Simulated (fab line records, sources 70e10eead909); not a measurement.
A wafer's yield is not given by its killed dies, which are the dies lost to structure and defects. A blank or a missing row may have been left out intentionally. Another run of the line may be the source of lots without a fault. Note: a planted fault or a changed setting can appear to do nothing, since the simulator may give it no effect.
fab line records	flow nandHarc
[record] lots = 6	wafers = 18	lastDay = 33
route steps=1302 shown A_M1@1172 END@1302
lots that met no fault: taken from a fault-free run of the same line
startH: the number of hours between the record's first day and the start of the first shown wafer of the lot	waitH: how many hours have passed since the lot's step before this one	" unchanged from the row above	L1.1+2: one row covering several wafers at once	- no value, or no start given	* or withheld: withheld	< > ~ a bound
route shown NAME@n: names a module that has steps shown in the file, with the first one's number in the route	usual: mean and standard deviation over wafers with no fault	same: alike in all rows	chamber/n: place in a boat	sites: the reading at each site	_std_site: the values' standard deviation	_edge_site: the outer-site mean with the inner-site mean subtracted	radiusMm: for every site, how far away it sits from the centre of the wafer	mask NAME#n: copy n	behind: the last tool/chamber to shape the wafer	hold: reason for holding the lot/hours on hold/outcome of the hold	device: transistor that didn't switch, given as n, p or np	end of line: tests run on the same wafers once the route is complete	where a step has no rows: the recipe by itself	killed: dies lost to structure and defects at the first sort, not the wafer's yield	map: the dies of a wafer, with x for killed, . for not killed, _ for no die there
set.NAME: the setting that was run; set.NAME@STEP: the one run at that earlier step	model.NAME: the simulator's own value behind a step, which no gauge read
lots at some steps of the route; a table a step, a row a wafer
services: from which hour (startH, from the record's first day; less than 0 if before it) a tool's chamber was out of use, for how many hours, and why
[[steps]]
[step NHARC_A_M1_COAT_34]
[recipe] tempC = 200	timeS = 65
[step NHARC_A_M1_COAT_03]
[recipe] spinRpm = 1500	resistThkNm = 90
[step NHARC_A_M1_SOFTBAKE_04]
[recipe] tempC = 105	timeS = 55
[step NHARC_A_M1_EBR_05]
[step NHARC_A_M1_EXPOSE_06]
[recipe] na = 1.35	targetCdNm = 120	doseMj = 75.13	maskId = A_M1
[step NHARC_A_M1_PEB_07]
[recipe] pebTempC = 100	pebTimeS = 65
[step NHARC_A_M1_DEVELOP_08]
[recipe] developTimeS = 35	devTempC = 23
[step NHARC_A_M1_CD_MEAS_09]
[recipe] targetCdNm = 120	landingEnergyEv = 500
[usual] cdNm = 120.2/0.77
lot.wafer	tool	chamber	startH	waitH	cdNm
L445.3	cdSem-01	0	668.01	-	120.8
L445.4	"	0	"	"	120.0
L445.6	"	0	"	"	119.1
L446.2	cdSem-03	0	674.79	-	119.2
L446.5	"	0	"	"	119.1
L446.6	"	0	"	"	119.8
L449.1	cdSem-01	0	701.80	-	120.5
L449.4	"	0	"	"	119.7
L449.6	"	0	"	"	120.8
L447.1	cdSem-03	0	709.18	-	120.6
L447.3	"	0	"	"	120.1
L447.4	"	0	"	"	120.4
L450.2	cdSem-02	0	714.58	-	118.9
L450.3	"	0	"	"	120.6
L450.6	"	0	"	"	119.2
L453.2	cdSem-02	0	757.21	-	118.2
L453.5	"	0	"	"	119.4
L453.6	"	0	"	"	118.9
[step NHARC_A_M1_OVL_MEAS_10]
[recipe] pitchNm = 240
[usual] overlayXNm = 0.2/0.88	overlayYNm = 0.1/0.87
lot.wafer	tool	chamber	startH	waitH	overlayXNm	overlayYNm
L445.3	overlay-02	-	668.09	-	0.6	1.9
L445.4	"	-	"	"	1.1	1.6
L445.6	"	-	"	"	0.8	1.5
L446.2	overlay-01	-	674.87	-	2.4	0.9
L446.5	"	-	"	"	1.9	1.3
L446.6	"	-	"	"	2.4	1.3
L449.1	overlay-01	-	701.89	-	-0.8	-0.8
L449.4	"	-	"	"	-0.6	-0.7
L449.6	"	-	"	"	-0.8	-1.0
L447.1	overlay-02	-	709.27	-	-0.3	-0.1
L447.3	"	-	"	"	-0.3	0.0
L447.4	"	-	"	"	0.0	0.1
L450.2	overlay-02	-	714.66	-	-1.4	0.4
L450.3	"	-	"	"	-1.4	1.0
L450.6	"	-	"	"	-1.6	0.3
L453.2	overlay-02	-	757.29	-	0.3	-0.5
L453.5	"	-	"	"	0.4	-0.8
L453.6	"	-	"	"	-0.2	-0.7
[step NHARC_A_M1_INSPECT_11]
[usual] rawDefectCount = 86/31
lot.wafer	tool	chamber	startH	waitH	rawDefectCount
L445.3	defectInspect-01	-	668.13	0.0	82
L445.4	"	-	"	"	101
L445.6	"	-	"	"	79
L446.2	defectInspect-01	-	674.91	0.0	31
L446.5	"	-	"	"	16
L446.6	"	-	"	"	27
L449.1	defectInspect-01	-	701.92	0.0	87
L449.4	"	-	"	"	80
L449.6	"	-	"	"	81
L447.1	defectInspect-02	-	709.31	0.0	147
L447.3	"	-	"	"	137
L447.4	"	-	"	"	135
L450.2	defectInspect-02	-	714.70	0.0	74
L450.3	"	-	"	"	78
L450.6	"	-	"	"	87
L453.2	defectInspect-01	-	757.33	0.0	99
L453.5	"	-	"	"	86
L453.6	"	-	"	"	104
[step NHARC_A_M1_DESCUM_14]
[recipe] timeS = 3	o2FlowSccm = 200	arFlowSccm = 0	biasPowerW = 0	chemistry = O2
[usual] drypumpMotorCurrentA = 5.7/0.37	oesProductAu = 1.002/0.012	rfVppV = 57.7/0.87	showerheadPlenumPTorr = 1.87/0.083	throttleValvePct = 11.311/0.0089
lot.wafer	tool	chamber	startH	waitH	drypumpMotorCurrentA	oesProductAu	rfHoursCounterH	rfVppV	showerheadPlenumPTorr	throttleValvePct
L445.3	rieDiel-01	1	668.21	0.1	6.1	0.990	2	58.1	1.84	11.320
L445.4	"	2	"	"	5.1	1.016	3	57.5	1.79	11.319
L445.6	"	3	"	"	5.9	0.988	-	56.7	1.93	11.306
L446.2	rieDiel-10	0	674.98	0.1	5.9	1.012	4	57.8	1.99	11.289
L446.6	"	3	"	"	5.7	0.987	-	57.1	1.78	11.306
L446.5	"	0	"	"	5.9	1.013	-	57.5	1.99	11.304
L449.4	rieDiel-01	3	701.99	0.1	5.9	0.987	4	59.0	1.93	11.322
L449.1	"	2	"	"	5.1	1.003	4	57.5	1.79	11.309
L449.6	"	3	"	"	5.9	0.986	-	57.0	1.93	11.322
L447.1	rieDiel-01	2	709.37	0.1	5.1	1.009	4	57.8	1.79	11.319
L447.4	"	0	"	"	5.9	0.994	3	57.0	1.81	11.300
L447.3	"	1	"	"	6.1	0.978	3	58.5	1.84	11.304
L450.2	rieDiel-10	1	714.76	0.1	6.2	0.987	8	58.7	1.87	11.313
L450.3	"	2	"	"	5.9	1.002	7	58.2	1.80	11.306
L450.6	"	1	"	"	6.2	0.981	-	57.7	1.87	11.319
L453.2	rieDiel-05	0	757.41	0.1	5.8	0.996	12	57.5	2.00	11.328
L453.5	"	2	"	"	5.4	1.004	-	58.7	1.88	11.317
L453.6	"	3	"	"	5.3	1.000	-	56.0	1.78	11.313
[step NHARC_A_M1_ETCH_35]
[recipe] targetDepthA = 400	overetchA = 120	timeS = 43.94	ionEnergyEv = 200	n2FlowSccm = 150	h2FlowSccm = 150	arFlowSccm = 0	rfW = 400	biasW = 150	chemistry = N2/H2
[usual] drypumpMotorCurrentA = 5.7/0.38	oesProductAu = 1.003/0.012	rfVppV = 429.3/2.6	runLengthS = 65.2/0.51	showerheadPlenumPTorr = 1.99/0.092	throttleValvePct = 14.172/0.0092
lot.wafer	tool	chamber	startH	waitH	drypumpMotorCurrentA	oesProductAu	rfHoursCounterH	rfVppV	runLengthS	showerheadPlenumPTorr	throttleValvePct
L445.3	rieDiel-01	1	668.28	0.1	6.1	1.004	2	428.2	66.3	1.96	14.161
L445.4	"	3	"	"	5.9	0.995	3	430.1	65.3	2.06	14.181
L445.6	"	1	"	"	6.1	0.991	-	428.2	65.8	1.96	14.172
L446.2	rieDiel-10	1	675.06	0.1	6.2	0.986	5	430.2	65.2	2.00	14.178
L446.6	"	1	"	"	6.2	0.983	-	429.2	65.3	2.00	14.151
L446.5	"	2	"	"	5.9	1.018	-	426.9	64.6	1.92	14.175
L449.4	rieDiel-01	3	702.08	0.1	5.9	0.985	4	431.0	65.1	2.06	14.183
L449.1	"	0	"	"	5.9	1.001	3	426.6	65.5	1.92	14.179
L449.6	"	1	"	"	6.1	0.997	-	428.2	66.0	1.96	14.176
L447.3	rieDiel-01	2	709.46	0.1	5.1	1.016	4	426.8	65.0	1.91	14.157
L447.1	"	3	"	"	5.9	0.996	4	431.7	65.2	2.06	14.172
L447.4	"	0	"	"	5.9	1.002	3	429.1	65.3	1.92	14.176
L450.2	rieDiel-10	3	714.85	0.1	5.7	1.005	7	426.6	64.7	1.90	14.183
L450.3	"	2	"	"	5.9	1.012	7	428.2	65.3	1.92	14.172
L450.6	"	3	"	"	5.7	1.005	-	426.7	64.6	1.90	14.178
L453.2	rieDiel-05	1	757.49	0.1	4.9	1.012	11	433.9	66.0	2.17	14.160
L453.6	"	2	"	"	5.5	1.005	-	428.7	65.7	2.00	14.168
L453.5	"	3	"	"	5.4	0.996	-	426.8	64.7	1.90	14.175
[step NHARC_A_M1_ETCH_15]
[recipe] targetDepthA = 1825	timeS = 91.2	c4f8FlowSccm = withheld	arFlowSccm = 400	rfW = 600	biasW = 300	chemistry = C4F8/Ar
[usual] oesProductAu = 0.951/0.023	rfVppV = 439.5/2.8	runLengthS = 112.5/0.5
lot.wafer	tool	chamber	startH	waitH	oesProductAu	rfHoursCounterH	rfVppV	runLengthS
L445.4	rieDiel-01	1	668.36	-	0.922	2	437.8	113.1
L445.3	"	0	"	"	0.925	2	437.9	112.3
L445.6	"	1	"	"	0.920	-	439.7	113.0
L446.2	rieDiel-10	3	675.17	-	0.966	4	437.0	111.8
L446.5	"	0	"	"	0.979	-	444.0	112.7
L446.6	"	1	"	"	0.969	-	439.6	113.0
L449.1	rieDiel-01	0	702.17	-	0.970	3	437.0	105.8
L449.4	"	2	"	"	1.002	4	437.5	112.2
L449.6	"	3	"	"	0.961	-	441.2	112.7
L447.1	rieDiel-01	2	709.54	-	0.989	4	437.9	112.7
L447.3	"	3	"	"	0.952	4	441.6	112.2
L447.4	"	0	"	"	0.970	3	438.5	105.9
L450.3	rieDiel-10	3	714.97	-	0.979	7	435.3	111.7
L450.2	"	1	"	"	0.956	8	438.1	112.6
L450.6	"	0	"	"	0.987	-	441.5	112.2
L453.2	rieDiel-05	1	757.59	-	0.940	11	444.3	113.0
L453.5	"	2	"	"	0.924	-	439.9	112.9
L453.6	"	3	"	"	0.914	-	436.9	112.2
[step NHARC_A_M1_CD_MEAS_16]
[usual] cdNm = 120.3/0.96
lot.wafer	tool	chamber	startH	waitH	cdNm
L445.3	cdSem-01	-	668.50	-	121.5
L445.4	"	-	"	"	119.9
L445.6	"	-	"	"	120.4
L446.2	cdSem-03	-	675.28	-	118.3
L446.5	"	-	"	"	117.8
L446.6	"	-	"	"	119.5
L449.1	cdSem-01	-	702.29	-	120.9
L449.4	"	-	"	"	120.0
L449.6	"	-	"	"	121.4
L447.1	cdSem-01	-	709.67	-	121.0
L447.3	"	-	"	"	121.0
L447.4	"	-	"	"	120.0
L450.2	cdSem-02	-	715.10	-	118.4
L450.3	"	-	"	"	120.6
L450.6	"	-	"	"	119.8
L453.2	cdSem-02	-	757.70	-	117.5
L453.5	"	-	"	"	118.9
L453.6	"	-	"	"	118.5
[step NHARC_END_SORT_01]
[recipe] tempC = 25
[usual] defectLimitedYield = 90.8/2.5	killedAtArray = 58/17	killedAtOther = 1.0/1.4	killedAtPeriphery = 3.6/2.4	killedDies = 62/17	killedOpen = 3.4/2	killedShort = 2.2/1.6
[same] grossDies = 677
lot.wafer	tool	chamber	startH	waitH	defectLimitedYield[%]	killedAtArray	killedAtOther	killedAtPeriphery	killedDies	killedOpen	killedShort
L446.2	prober-02	0	710.41	2.8	95.3	28	0	4	32	2	0
L446.5	prober-02	0	712.85	3.7	96.2	19	1	6	26	4	4
L446.6	prober-02	0	713.66	4.1	95.9	23	0	5	28	6	1
L445.3	prober-01	0	711.21	3.1	91.7	54	0	2	56	1	1
L445.4	prober-01	0	712.00	3.4	90.7	59	1	3	63	2	1
L445.6	prober-01	0	713.59	4.0	90.8	58	0	4	62	1	1
L447.1	prober-01	0	746.94	2.6	83.9	101	4	4	109	4	3
L447.3	prober-01	0	748.53	3.1	85.4	94	0	5	99	2	4
L447.4	prober-01	0	749.32	3.4	85.2	96	3	1	100	4	1
L450.2	prober-02	0	756.33	2.8	90.8	57	2	3	62	1	0
L450.3	prober-02	0	757.13	3.1	90.0	64	1	3	68	3	1
L450.6	prober-02	0	759.53	4.0	91.0	57	0	4	61	5	4
L453.2	prober-02	0	793.09	2.8	90.1	62	2	3	67	3	2
L453.5	prober-02	0	795.51	3.7	90.5	61	0	3	64	3	2
L453.6	prober-02	0	796.32	4.0	89.2	67	0	6	73	4	6
// killed by level:class
L446.2 A_CHANNEL_HOLE_D1:chamberFilmFlake=9 A_CONTACT:chamberFilmFlake=7 A_SLIT:chamberFilmFlake=5 P_STI:chamberFilmFlake=4 A_BLC:geometricParticle:open=1 A_M0:geometricParticle:open=1 A_CHANNEL_FILL_D1:chamberFilmFlake=1 A_CHANNEL_HOLE_D2:chamberFilmFlake=1
L445.3 A_SLIT:chamberFilmFlake=30 A_CHANNEL_HOLE_D2:chamberFilmFlake=8 A_CHANNEL_HOLE_D1:chamberFilmFlake=5 A_CONTACT:chamberFilmFlake=5 A_CHANNEL_FILL_D1:chamberFilmFlake=2 A_STAIRCASE:chamberFilmFlake=2 P_M0:geometricParticle:short=1 P_M0:geometricParticle:open=1
L445.4 A_SLIT:chamberFilmFlake=38 A_CHANNEL_HOLE_D1:chamberFilmFlake=8 A_CHANNEL_HOLE_D2:chamberFilmFlake=5 A_CONTACT:chamberFilmFlake=3 P_GATE:chamberFilmFlake=2 A_STAIRCASE:chamberFilmFlake=2 A_CHANNEL_FILL_D1:geometricParticle:open=1 A_ONON_D2:geometricParticle:open=1
L446.5 A_CHANNEL_HOLE_D1:chamberFilmFlake=9 A_SLIT:chamberFilmFlake=3 P_STI:chamberFilmFlake=2 A_CONTACT:chamberFilmFlake=2 P_CONTACT:geometricParticle:short=1 P_M0:geometricParticle:short=1 P_M0:geometricParticle:open=1 A_ONON_D2:geometricParticle:open=1
L445.6 A_SLIT:chamberFilmFlake=39 A_CHANNEL_HOLE_D1:chamberFilmFlake=8 A_CHANNEL_HOLE_D2:chamberFilmFlake=6 P_GATE:chamberFilmFlake=2 A_CHANNEL_FILL_D1:geometricParticle:open=1 A_WL_FILL:geometricParticle:short=1 P_ZERO_WELL:chamberFilmFlake=1 P_M0:chamberFilmFlake=1
L446.6 A_CHANNEL_HOLE_D1:chamberFilmFlake=12 A_SLIT:chamberFilmFlake=3 A_CONTACT:chamberFilmFlake=3 P_M0:geometricParticle:open=2 A_CHANNEL_FILL_D1:geometricParticle:open=2 P_STI:chamberFilmFlake=2 P_M0:geometricParticle:short=1 A_WL_FILL:geometricParticle:open=1
L447.1 A_SLIT:chamberFilmFlake=36 A_CHANNEL_HOLE_D1:chamberFilmFlake=29 A_CHANNEL_HOLE_D2:chamberFilmFlake=25 A_CONTACT:chamberFilmFlake=5 THIN_TSV:chamberFilmFlake=4 A_ONON_D1:geometricParticle:open=2 P_CONTACT:geometricParticle:short=1 P_M1:geometricParticle:open=1
L447.3 A_SLIT:chamberFilmFlake=30 A_CHANNEL_HOLE_D2:chamberFilmFlake=27 A_CHANNEL_HOLE_D1:chamberFilmFlake=26 A_WL_FILL:chamberFilmFlake=3 A_CONTACT:chamberFilmFlake=3 P_M0:geometricParticle:short=2 A_ZERO_WELL:chamberFilmFlake=2 P_M0:geometricParticle:open=1
L447.4 A_SLIT:chamberFilmFlake=32 A_CHANNEL_HOLE_D2:chamberFilmFlake=32 A_CHANNEL_HOLE_D1:chamberFilmFlake=24 THIN_TSV:chamberFilmFlake=3 A_DECK1_JOINT:geometricParticle:open=2 A_STAIRCASE:chamberFilmFlake=2 A_CONTACT:chamberFilmFlake=2 P_CONTACT:geometricParticle:open=1
L450.2 A_CHANNEL_HOLE_D2:chamberFilmFlake=29 A_CHANNEL_HOLE_D1:chamberFilmFlake=11 A_CHANNEL_FILL_D1:chamberFilmFlake=4 A_SLIT:chamberFilmFlake=4 P_M2:chamberFilmFlake=2 A_STAIRCASE:chamberFilmFlake=2 A_CONTACT:chamberFilmFlake=2 A_BLC:chamberFilmFlake=2
L450.3 A_CHANNEL_HOLE_D2:chamberFilmFlake=32 A_CHANNEL_HOLE_D1:chamberFilmFlake=10 A_SLIT:chamberFilmFlake=5 A_BONDPAD:chamberFilmFlake=5 A_CONTACT:chamberFilmFlake=4 A_CHANNEL_FILL_D1:geometricParticle:open=2 P_M2:chamberFilmFlake=2 A_STAIRCASE:chamberFilmFlake=2
L450.6 A_CHANNEL_HOLE_D2:chamberFilmFlake=30 A_CHANNEL_HOLE_D1:chamberFilmFlake=9 A_SLIT:chamberFilmFlake=4 A_CHANNEL_FILL_D1:chamberFilmFlake=3 A_WL_FILL:geometricParticle:short=2 A_WL_FILL:geometricParticle:open=2 P_M2:chamberFilmFlake=2 A_CONTACT:chamberFilmFlake=2
L453.2 A_SLIT:chamberFilmFlake=29 A_CONTACT:chamberFilmFlake=9 A_CHANNEL_HOLE_D1:chamberFilmFlake=8 P_M1:chamberFilmFlake=3 A_CHANNEL_HOLE_D2:chamberFilmFlake=3 A_STAIRCASE:chamberFilmFlake=3 A_BONDPAD:chamberFilmFlake=3 A_CHANNEL_FILL_D1:geometricParticle:open=1
L453.5 A_SLIT:chamberFilmFlake=30 A_CHANNEL_HOLE_D1:chamberFilmFlake=11 A_CONTACT:chamberFilmFlake=7 A_BONDPAD:chamberFilmFlake=3 A_M0:geometricParticle:open=2 P_GATE:chamberFilmFlake=2 A_CHANNEL_FILL_D1:chamberFilmFlake=2 A_DECK1_JOINT:chamberFilmFlake=2
L453.6 A_SLIT:chamberFilmFlake=24 A_CHANNEL_HOLE_D1:chamberFilmFlake=22 A_CONTACT:chamberFilmFlake=8 A_ONON_D2:geometricParticle:short=4 P_ZERO_WELL:chamberFilmFlake=2 P_M1:chamberFilmFlake=2 A_CHANNEL_FILL_D2:chamberFilmFlake=2 P_GATE:geometricParticle:open=1
[[services]]
tool	chamber	startH	hours	kind
rieDiel-01	0	664.84	-	clean
rieDiel-01	1	664.84	-	clean
rieDiel-01	2	664.84	-	clean
rieDiel-01	3	664.84	-	clean
rieDiel-05	-	667.08	0.7	repair
rieDiel-05	3	684.26	7.6	repair
rieDiel-01	0	689.34	-	clean
rieDiel-01	1	689.34	-	clean
rieDiel-01	2	689.34	-	clean
rieDiel-01	3	689.34	-	clean
rieDiel-01	0	713.84	-	clean
rieDiel-01	1	713.84	-	clean
rieDiel-01	2	713.84	-	clean
rieDiel-01	3	713.84	-	clean
rieDiel-01	2	723.33	7.1	repair
rieDiel-05	1	726.31	3.0	repair
rieDiel-01	0	731.09	4.5	repair
rieDiel-01	-	734.84	9.0	pm
rieDiel-01	1	734.84	9.0	ventCycle
rieDiel-01	2	734.84	9.0	ventCycle
rieDiel-01	3	734.84	9.0	ventCycle
rieDiel-10	1	738.33	32.7	repair
rieDiel-01	0	743.84	-	clean
rieDiel-01	1	743.84	-	clean
[[key]]
[firstSign] step = NHARC_A_M1_ETCH_15	reading = runLengthS	direction = down	sigmas = 13	usual = *	struck = *
effect none on later readings
metAt NHARC_A_M1_ETCH_15
struckWafers L447.4,L449.1
onsetBetween 668.36 702.17
[fault] kind = processParameterDrift	tool = rieDiel-01	chamber = 0	onsetH = 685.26	steps = NHARC_A_M1_ETCH_15	channel = timeS	offset = *	shape = step	endH = 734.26	actsIn = *	stated = *
